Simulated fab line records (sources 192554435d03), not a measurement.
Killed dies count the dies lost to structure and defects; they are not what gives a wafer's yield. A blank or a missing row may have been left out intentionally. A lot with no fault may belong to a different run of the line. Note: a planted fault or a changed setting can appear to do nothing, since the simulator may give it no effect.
fab line records + flow n5_finfet
[record]
- lots = 3
- wafers = 9
- last_day = 18
route steps=1938 shown BEOL_M4@1099 BEOL_M5@1112 PASSIVATION@1930
lots that met no fault: from a run of the same line without faults
start_h: start of the lot's first displayed wafer, in hours after the record's first day + wait_h: hours elapsed since this lot's preceding step + " repeats the value in the row above + L1.1+2: a single row standing in for several wafers + - value missing, or start not given + * or withheld: withheld + < > ~ a bound
route shown NAME@n: NAME is a module with steps in the file, n the number in the route of the first one + usual: average and standard deviation across the fault-free wafers + same: alike in all rows + chamber/n: place in a boat + sites: each site's reading + _std_site: the values' standard deviation + _edge_site: inner sites' mean taken away from outer sites' mean + radius_mm: for every site, how far away it sits from the centre of the wafer + mask NAME#n: copy n + behind: the most recent tool/chamber to have shaped the wafer + hold: why the lot went on hold/how many hours it stayed there/how the hold came to an end + device: names the non-switching transistor (n, p or np) + end of line: the same wafers' tests at the end of the route + a step with no rows: only its recipe + killed: dies that structure and defects cost at the first sort, which is not the same as the wafer's yield + map: a wafer's dies, x killed, . not, _ none there
set.NAME: the setting the step ran with; set.NAME@STEP: the setting that earlier step ran with + model.NAME: the simulator's own value behind a step, which no gauge read
certain route steps with their lots: each step a table, each wafer a row
services: the hour from which a tool's chamber was out of use, counted from the record's first day as start_h (under 0 if before that day), plus the number of hours and why
[[steps]]
[step N5_BEOL_M4_ANNEAL_95]
[recipe]
- temp_c = 400
- time_s = 240
- ambient = vacuum
[step N5_BEOL_M4_SPUTTER_96]
[recipe]
- material = Cu
- target_thk_a = 45
- temp_c = -20
- chamber_pressure_pa = 0.07
- power_w = withheld
- time_s = 8.29
[step N5_BEOL_M4_ECD_50]
[recipe]
- material = Cu
- target_thk_a = 3000
[step N5_BEOL_M4_ANNEAL_51]
[recipe]
- temp_c = 225
- time_s = 90
- ambient = N2
[step N5_BEOL_M4_CMP_52]
[recipe]
- stop_on = SiOC
- t_overpolish_s = 6.8
- down_force_psi = 1
- platen_rpm = 50
- clearing_platen_down_force_psi = 1.5
- clearing_platen_rpm = 50
- post_cmp_clean = cu_alkaline
- target_thk_nm = 40
- clearing_platen_pad_velocity_m_s = 0.99484
- pad_velocity_m_s = 0.99484
[step N5_BEOL_M4_PRE_CLEAN_60]
[recipe]
- gas = NH3/H2
- time_s = 15
- temp_c = *
- rf_power_w = 300
[step N5_BEOL_M4_CO_CAP_55]
[recipe]
- material = Co
- target_thk_a = 20
- temp_c = 200
- precursor = CCTBA/H2
- pressure_torr = 30
- time_s = 102.1
[step N5_BEOL_M4_PRE_CLEAN_56]
[recipe]
- gas = NH3
- time_s = 15
- temp_c = withheld
- rf_power_w = 300
[step N5_BEOL_M4_DEP_57]
[recipe]
- material = SiCN
- target_thk_a = 80
- temp_c = withheld
- precursor = 3MS/NH3
- pressure_torr = 3
- rf_w = 202
- time_s = 14
[step N5_BEOL_M4_RC_MEAS_101]
[usual]
- DIBL_N = 36.2/1.6
- DIBL_P = 36.5/1.9
- IOFF_N = 0.158/0.027
- IOFF_P = 0.21/0.038
- ION_N = 675/12
- ION_P = 464/8.9
- SS_N = 71.5/0.61
- SS_P = 73.4/0.59
- VT_N = 250.4/3
- VT_P = -250/3.6
| lot.wafer | tool      | chamber | start_h | wait_h | DIBL_N[mV/V] | DIBL_P[mV/V] | IOFF_N[nA/um] | IOFF_P[nA/um] | ION_N[uA/um] | ION_P[uA/um] | SS_N[mV/dec] | SS_P[mV/dec] | VT_N[mV] | VT_P[mV] |
|-----------|-----------|---------|---------|--------|--------------|--------------|---------------|---------------|--------------|--------------|--------------|--------------|----------|----------|
| L588.2    | prober-01 | 0       | 164.55  | 0.2    | 37.2         | 37.7         | 0.177         | 0.24          | 689          | 471          | 72.6         | 73.8         | 247.7    | -247     |
| L588.4    | "         | 0       | "       | "      | 36.0         | 36.2         | 0.144         | 0.21          | 675          | 467          | 70.5         | 73.4         | 252.2    | -250     |
| L588.6    | "         | 0       | "       | "      | 37.2         | 38.0         | 0.173         | 0.25          | 684          | 471          | 72.0         | 73.7         | 250.8    | -247     |
| L603.2    | prober-02 | 0       | 276.97  | 0.2    | 35.5         | 35.7         | 0.137         | 0.18          | 682          | 465          | 70.4         | 72.0         | 254.0    | -254     |
| L603.4    | "         | 0       | "       | "      | 36.5         | 35.6         | 0.151         | 0.18          | 675          | 457          | 71.9         | 73.7         | 249.8    | -253     |
| L603.6    | "         | 0       | "       | "      | 37.0         | 36.4         | 0.165         | 0.20          | 690          | 471          | 71.0         | 72.8         | 248.1    | -250     |
| L608.2    | prober-02 | 0       | 302.73  | 0.2    | 36.4         | 36.0         | 0.164         | 0.18          | 670          | 446          | 71.3         | 72.3         | 248.3    | -250     |
| L608.4    | "         | 0       | "       | "      | 36.4         | 36.8         | 0.172         | 0.21          | 681          | 463          | 71.4         | 72.8         | 247.4    | -251     |
| L608.5    | "         | 0       | "       | "      | 35.2         | 35.0         | 0.146         | 0.17          | 661          | 454          | 71.2         | 72.1         | 250.7    | -253     |
[step N5_BEOL_M5_ILD_DEP_00]
[recipe]
- material = SiCOH_lowk
- target_thk_a = 1406.4
- temp_c = 300
- precursor = DEMS/porogen
- pressure_torr = 5
- rf_w = 500
- time_s = 25.9
[step N5_BEOL_M5_CURE_79]
[recipe]
- temp_c = 385
- time_s = 240
- ambient = He/Ar
- material = SiCOH_lowk
[step N5_BEOL_M5_PECVD_70]
[recipe]
- material = SiO2
- target_thk_a = 160
- temp_c = 400
- precursor = TEOS/O2
- pressure_torr = 5.5
- rf_w = 450
- teos_flow_sccm = 53.8
- gas = O2
- flow_sccm = 3000
- time_s = 18
[step N5_BEOL_M5_HM_DEP_02]
[recipe]
- material = TiN
- target_thk_a = 200
- temp_c = 25
- chamber_pressure_pa = 0.49996
[step N5_BEOL_M5_COAT_59]
[recipe]
- resist = SOC
- temp_c = 250
- time_s = 60
- spin_rpm = 1500
- resist_thk_nm = 60
[step N5_BEOL_M5_COAT_60]
[recipe]
- resist = SiARC
- temp_c = 220
- time_s = 60
- spin_rpm = 1500
- resist_thk_nm = 12
[step N5_BEOL_M5_COAT_71]
[recipe]
- resist = underlayer
- temp_c = 205
- time_s = 60
- spin_rpm = 1500
- resist_thk_nm = 5
[step N5_BEOL_M5_COAT_05]
[recipe]
- resist = CAR-EUV
- spin_rpm = 1500
- resist_thk_nm = 30
[step N5_BEOL_M5_EBR_07]
[recipe]
- solvent = PGMEA
- ebr_width_mm = 1.5
[step N5_BEOL_M5_SOFTBAKE_06]
[recipe]
- temp_c = 110
- time_s = 60
- resist = CAR-EUV
[step N5_BEOL_M5_EXPOSE_08]
[recipe]
- mask_id = M5
- na = 0.33
- source_shape = annular
- sigma_inner = 0.4
- sigma_outer = 0.8
- polarization = unpolarized
- target_cd_nm = 28
- dose_mj = 35.75
[step N5_BEOL_M5_PEB_09]
[recipe]
- peb_temp_c = 100
- peb_time_s = 60
- resist = CAR-EUV
[step N5_BEOL_M5_DEVELOP_10]
[recipe]
- develop_time_s = 30
- developer = TMAH
- resist = CAR-EUV
- rinse_liquid = surfactant_rinse
- dry = air_spin
- dev_temp_c = 23
[step N5_BEOL_M5_DESCUM_16]
[recipe]
- chemistry = O2
- time_s = 7
- source_power_w = 50
- bias_power_w = 20
- pressure_mtorr = 20
- rf_frequency_hz = 2.712e+07
- temp_c = 40
- resist = CAR-EUV
- o2_flow_sccm = 225
[step N5_BEOL_M5_ETCH_72]
[recipe]
- chemistry = N2/H2
- target = underlayer
- target_depth_a = 65
- mask_material = CAR-EUV
- time_s = 5.2
- ion_energy_ev = 200
- pressure_mtorr = 30
- source_w = 840
- bias_w = 150
- n2_flow_sccm = 200
- h2_flow_sccm = 200
- ends = cleared
[step N5_BEOL_M5_ETCH_61]
[recipe]
- chemistry = CF4
- target = SiARC
- target_depth_a = 156
- mask_material = CAR-EUV
- time_s = 26
- ion_energy_ev = 80
- pressure_mtorr = 40
- source_w = 545
- bias_w = 36
- Ar_flow_sccm = 100
- cf4_flow_sccm = 100
- ends = cleared
[step N5_BEOL_M5_ETCH_62]
[recipe]
- chemistry = N2/H2
- target = SOC
- target_depth_a = 750
- overetch_a = 150
- mask_material = SiARC
- temp_c = 40
- time_s = 112.5
- ion_energy_ev = 200
- pressure_mtorr = 30
- source_w = 840
- bias_w = 150
- n2_flow_sccm = 200
- h2_flow_sccm = 200
[step N5_BEOL_M5_STRIP_63]
[recipe]
- chemistry = N2/H2
- temp_c = 40
- n2_flow_sccm = 200
- h2_flow_sccm = 200
- rf_frequency_hz = 6e+07
[step N5_BEOL_M5_STRIP_73]
[recipe]
- chemistry = N2/H2
- temp_c = 40
- n2_flow_sccm = 200
- h2_flow_sccm = 200
- rf_frequency_hz = 6e+07
[step N5_BEOL_M5_STRIP_64]
[recipe]
- chemistry = CF4
- resist = SiARC
- power_w = 300
- bias_power_w = 75
- pressure_mtorr = 50
- cf4_flow_sccm = 150
- rf_frequency_hz = 6e+07
[step N5_BEOL_M5_HM_OPEN_17]
[recipe]
- chemistry = Cl2/BCl3
- target_depth_a = 200
- overetch_a = 60
- target = TiN
- mask_material = SOC
- ion_energy_ev = 150
- pressure_mtorr = 10
- icp_w = 1000
- bias_w = 126
- Cl2_flow_sccm = 53.25
- bcl3_flow_sccm = 21.75
- Ar_flow_sccm = 25
[step N5_BEOL_M5_STRIP_19]
[recipe]
- chemistry = O2
- power_w = 400
- temp_c = 40
- pressure_mtorr = 30
- rf_frequency_hz = 6e+07
- bias_power_w = 0
- overash_fraction = 0.2
- o2_flow_sccm = 225
[step N5_BEOL_M5_COAT_65]
[recipe]
- resist = SOC
- temp_c = 250
- time_s = 60
- spin_rpm = 1500
- resist_thk_nm = 60
[step N5_BEOL_M5_COAT_66]
[recipe]
- resist = SiARC
- temp_c = 220
- time_s = 60
- spin_rpm = 1500
- resist_thk_nm = 12
[step N5_PASSIVATION_ETCH_54]
[recipe]
- chemistry = CHF3/O2
- target = SiO2
- target_depth_a = 8800
- CHF3_flow_sccm = 50
- O2_flow_sccm = 5
- Ar_flow_sccm = 200
- time_s = 440
- mask_material = PR
- pressure_mtorr = 30
- source_w = 650
- bias_w = 170
- ion_energy_ev = 200
[usual]
- drypump_motor_current_A = 5.7/0.4
- oes_product_au = 0.82/0.063
- rf_vpp_V = 528/11
- showerhead_plenum_p_Torr = 2.41/0.074
- throttle_valve_pct = 18.62/0.18
| lot.wafer | tool        | chamber | start_h | wait_h | drypump_motor_current_A | oes_product_au | rf_hours_counter_h | rf_vpp_V | showerhead_plenum_p_Torr | throttle_valve_pct | model.etch.depth_nm | model.PASSIVATION.feature_depth_nm |
|-----------|-------------|---------|---------|--------|-------------------------|----------------|--------------------|----------|--------------------------|--------------------|---------------------|------------------------------------|
| L588.2    | rie_diel-04 | 1       | 284.30  | 0.1    | 5.3                     | 0.83           | 79                 | 531      | 2.43                     | 18.66              | 900.3               | 900.2                              |
| L588.4    | "           | 3       | "       | "      | 6.5                     | 0.70           | 239                | 527      | 2.45                     | 18.82              | 882.7               | 882.6                              |
| L588.6    | "           | 0       | "       | "      | 5.3                     | 0.87           | -                  | 542      | 2.35                     | 18.26              | 902.2               | 902.2                              |
| L603.2    | rie_diel-04 | 0       | 389.02  | 0.1    | 5.2                     | 0.80           | 74                 | 541      | 2.34                     | 18.32              | 891.5               | 891.4                              |
| L603.4    | "           | 2       | "       | "      | 5.8                     | 0.79           | 59                 | 525      | 2.34                     | 18.67              | 481.8               | 481.8                              |
| L603.6    | "           | 3       | "       | "      | 6.5                     | 0.97           | -                  | 525      | 2.44                     | 18.39              | 889.5               | 889.6                              |
| L608.2    | rie_diel-02 | 1       | 420.01  | 0.1    | 5.2                     | 0.78           | 134                | 522      | 2.41                     | 18.76              | 885.8               | 885.8                              |
| L608.4    | "           | 2       | "       | "      | 6.2                     | 0.74           | 157                | 507      | 2.49                     | 18.66              | 869.9               | 870                                |
| L608.5    | "           | 2       | "       | "      | 6.2                     | 0.74           | -                  | 508      | 2.49                     | 18.66              | 876.5               | 876.4                              |
[step N5_PASSIVATION_PROBE_49]
[usual]
- defect_limited_yield = 91.3/1.7
- killed_at_M0_to_M3 = 33/11
- killed_at_M4_up = 14/5.5
- killed_at_contacts = 13/6.5
- killed_at_front_end = 39/13
- killed_at_other = 3.4/2.9
- killed_dies = 103/20
- killed_on_rim = 14/4.3
- killed_open = 69/15
- killed_short = 32/8.1
- sort_bin_5_function = 5.1/1.1
- sort_bin_6_memory = 3.3/0.74
- sort_n_pass = 1077/20
- sort_yield_pct = 91.3/1.7
[same]
- gross_dies = 1180
- killed_at_back_side = 0
- sort_bin_4_leakage[%] = 0
- sort_bin_8_speed[%] = 0
| lot.wafer | tool      | chamber | start_h | wait_h | defect_limited_yield[%] | killed_at_M0_to_M3 | killed_at_M4_up | killed_at_contacts | killed_at_front_end | killed_at_other | killed_dies | killed_on_rim | killed_open | killed_short | sort_bin_5_function[%] | sort_bin_6_memory[%] | sort_n_pass | sort_yield_pct[%] |
|-----------|-----------|---------|---------|--------|-------------------------|--------------------|-----------------|--------------------|---------------------|-----------------|-------------|---------------|-------------|--------------|------------------------|----------------------|-------------|-------------------|
| L603.4    | prober-01 | -       | 391.95  | 0.2    | 0                       | 31                 | 20              | 18                 | 30                  | 1081            | 1180        | 152           | 67          | 34           | 95.8                   | 3.6                  | 0           | 0                 |
// killed by level:class
L603.4 PASSIVATION:area_etch=1078 MOL_CONTACT_COAG:geometric_particle:open=16 BEOL_M4:geometric_particle:open=10 GATE_CUT:geometric_particle:short=8 BEOL_M0_SAQP:geometric_particle:short=8 BEOL_M2:geometric_particle:open=8 FIN_SAQP:geometric_particle:open=7 BEOL_M0_SAQP:geometric_particle:open=6
// map L603.4 (x killed, . not)
_________________xxxxxxxxxxxx________________
______________xxxxxxxxxxxxxxxxxx_____________
___________xxxxxxxxxxxxxxxxxxxxxxxx__________
__________xxxxxxxxxxxxxxxxxxxxxxxxxx_________
________xxxxxxxxxxxxxxxxxxxxxxxxxxxxxx_______
_______xxxxxxxxxxxxxxxxxxxxxxxxxxxxxxxx______
______xxxxxxxxxxxxxxxxxxxxxxxxxxxxxxxxxx_____
_____xxxxxxxxxxxxxxxxxxxxxxxxxxxxxxxxxxxx____
____xxxxxxxxxxxxxxxxxxxxxxxxxxxxxxxxxxxxxx___
___xxxxxxxxxxxxxxxxxxxxxxxxxxxxxxxxxxxxxxxx__
___xxxxxxxxxxxxxxxxxxxxxxxxxxxxxxxxxxxxxxxx__
__xxxxxxxxxxxxxxxxxxxxxxxxxxxxxxxxxxxxxxxxxx_
__xxxxxxxxxxxxxxxxxxxxxxxxxxxxxxxxxxxxxxxxxx_
_xxxxxxxxxxxxxxxxxxxxxxxxxxxxxxxxxxxxxxxxxxxx
_xxxxxxxxxxxxxxxxxxxxxxxxxxxxxxxxxxxxxxxxxxxx
_xxxxxxxxxxxxxxxxxxxxxxxxxxxxxxxxxxxxxxxxxxxx
_xxxxxxxxxxxxxxxxxxxxxxxxxxxxxxxxxxxxxxxxxxxx
_xxxxxxxxxxxxxxxxxxxxxxxxxxxxxxxxxxxxxxxxxxxx
_xxxxxxxxxxxxxxxxxxxxxxxxxxxxxxxxxxxxxxxxxxxx
_xxxxxxxxxxxxxxxxxxxxxxxxxxxxxxxxxxxxxxxxxxxx
_xxxxxxxxxxxxxxxxxxxxxxxxxxxxxxxxxxxxxxxxxxxx
__xxxxxxxxxxxxxxxxxxxxxxxxxxxxxxxxxxxxxxxxxx_
__xxxxxxxxxxxxxxxxxxxxxxxxxxxxxxxxxxxxxxxxxx_
___xxxxxxxxxxxxxxxxxxxxxxxxxxxxxxxxxxxxxxxx__
___xxxxxxxxxxxxxxxxxxxxxxxxxxxxxxxxxxxxxxxx__
____xxxxxxxxxxxxxxxxxxxxxxxxxxxxxxxxxxxxxx___
_____xxxxxxxxxxxxxxxxxxxxxxxxxxxxxxxxxxxx____
______xxxxxxxxxxxxxxxxxxxxxxxxxxxxxxxxxx_____
_______xxxxxxxxxxxxxxxxxxxxxxxxxxxxxxxx______
________xxxxxxxxxxxxxxxxxxxxxxxxxxxxxx_______
__________xxxxxxxxxxxxxxxxxxxxxxxxxx_________
___________xxxxxxxxxxxxxxxxxxxxxxxx__________
______________xxxxxxxxxxxxxxxxxx_____________
_________________xxxxxxxxxxxx________________
// map L588.2 (x killed, . not)
_________________............________________
______________.............x...x_____________
___________.....xxxx....x........x.__________
__________.........x...x........x.x._________
________....x........................._______
_______......x..........x..x...........______
______........................x....x...._____
_____..........xx............x......x....____
____......x....................x...x......___
___...x............x.................xx....__
___......x..................xx.............__
__..xx.....x.............x.....x............_
__.....x..x....xx...........x...x.x.x..x...x_
_......xx.........xxx........................
_....x.....x.x......x.x.x....x..x....x..x....
_...........x....x........x..x...............
_.xx...........xxx...........................
_...x................x.......x...x.....xx....
_................xx.xx................x......
_x..........x......x.........x...............
_.x....x......x......xx...x........x.......x.
__x......x.................x..xx............_
__.x.x......x......................x.x.x...._
___................x...x..x......x..x......__
___.........xx......xx....x..............x.__
____........x..........xxx................___
_____.x..xx...........x..................____
______...........................x..x..._____
_______.....x.....x....................______
________..............x..............._______
__________.....x..................x._________
___________..x....xx...............__________
______________...............x.._____________
_________________..x.....x...________________
[[services]]
| tool        | chamber | start_h | hours | kind                          |
|-------------|---------|---------|-------|-------------------------------|
| rie_diel-04 | 3       | 302.35  | 11.0  | repair                        |
| rie_diel-04 | 3       | 329.41  | -     | clean                         |
| rie_diel-04 | 3       | 329.41  | -     | consumable_replace:focus_ring |
| rie_diel-04 | 3       | 329.41  | 35.7  | scheduled_down                |
| rie_diel-04 | 3       | 329.41  | 35.7  | vent_cycle                    |
| rie_diel-04 | -       | 337.78  | 6.8   | repair                        |
| rie_diel-02 | -       | 344.64  | 0.3   | repair                        |
| rie_diel-02 | 0       | 354.63  | -     | clean                         |
| rie_diel-02 | 0       | 354.63  | -     | consumable_replace:focus_ring |
| rie_diel-02 | 0       | 354.63  | -     | consumable_replace:showerhead |
| rie_diel-02 | 0       | 354.63  | 22.2  | scheduled_down                |
| rie_diel-02 | 0       | 354.63  | 22.2  | vent_cycle                    |
| rie_diel-04 | -       | 406.79  | 0.3   | repair                        |
[[key]]
[first_sign]
- step = N5_PASSIVATION_PROBE_49
- reading = killed_at_other
- direction = up
- sigmas = 99+
- usual = 3.4
- struck = 1081
[effect]
- step = N5_PASSIVATION_PROBE_49
- reading = sort_bin_5_function
- direction = up
- sigmas = 83
- usual = 5.1
- struck = 95.8
[model_effect]
- step = N5_PASSIVATION_ETCH_54
- value = etch.depth_nm
- without = 896.7
- struck = 481.8
[more_kills_born_at]
- N5_PASSIVATION_ETCH_54@rie_diel-04 = 1078
met_at N5_PASSIVATION_ETCH_54
struck_wafers L603.4
later_rows_left_out L603.4
[fault]
- kind = process_parameter_drift
- tool = rie_diel-04
- chamber = 2
- onset_h = 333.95
- steps = N5_PASSIVATION_ETCH_54
- channel = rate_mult
- offset = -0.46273
- shape = step
// later_rows_left_out: the simulator's readings of these wafers behind a module that went badly wrong aren't trusted and aren't shown, but for the sort
